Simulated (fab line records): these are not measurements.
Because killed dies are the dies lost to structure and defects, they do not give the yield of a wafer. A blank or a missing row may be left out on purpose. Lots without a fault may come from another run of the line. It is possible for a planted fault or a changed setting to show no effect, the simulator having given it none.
Chamber matching -- flow nand-harc -- NHARC_THIN_TSV_ETCHBACK_48 on rie-diel-07: 4 sister chambers
The step etches the open film in C4F8/Ar, target depth 1028.5 nm, time 405.17 s. 4 wafers are shown with their chamber, then 7 later ones without.

WAFERS, EACH WITH ITS CHAMBER
wafer,chamber,rf-vpp-V (V)
L548.5,1,544.3
L548.6,2,549.0
L553.1,0,543.6
L553.3,3,548.2

WAFERS WITHOUT THEIR CHAMBER
wafer,rf-vpp-V (V)
L553.6,541.8
L559.1,543.6
L559.2,543.8
L559.6,544.0
L566.1,543.1
L566.2,545.2
L566.4,546.3

THE CHAMBER EACH PASSED THROUGH
wafer,from the rows above,in truth
L553.6,can't be placed: 0 or 1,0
L559.1,can't be placed: 0 or 1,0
L559.2,can't be placed: 0 or 1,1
L559.6,can't be placed: 1 or 0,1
L566.1,can't be placed: 0 or 1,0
L566.2,can't be placed: 1 or 0 or 3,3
L566.4,can't be placed: 3 or 1 or 0 or 2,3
Correctly placed: 0 of 7. From these rows, 7 cannot be placed; in 7 the true chamber is one of the candidates. Placed wrongly: 0.
How it was worked out, from the rows above alone: a wafer's distance from a chamber is the root of the sum, over the readings, of the square of ((its reading less the chamber's mean) divided by the reading's scatter). The wafer belongs to the nearest chamber; if the next one is less than 2 further off, it can't be placed. The mean given for a chamber averages the wafers shown for that chamber. The scatter: with one shown wafer a chamber, the root of the mean of the squares of how far each hidden wafer lies from its nearest shown one.
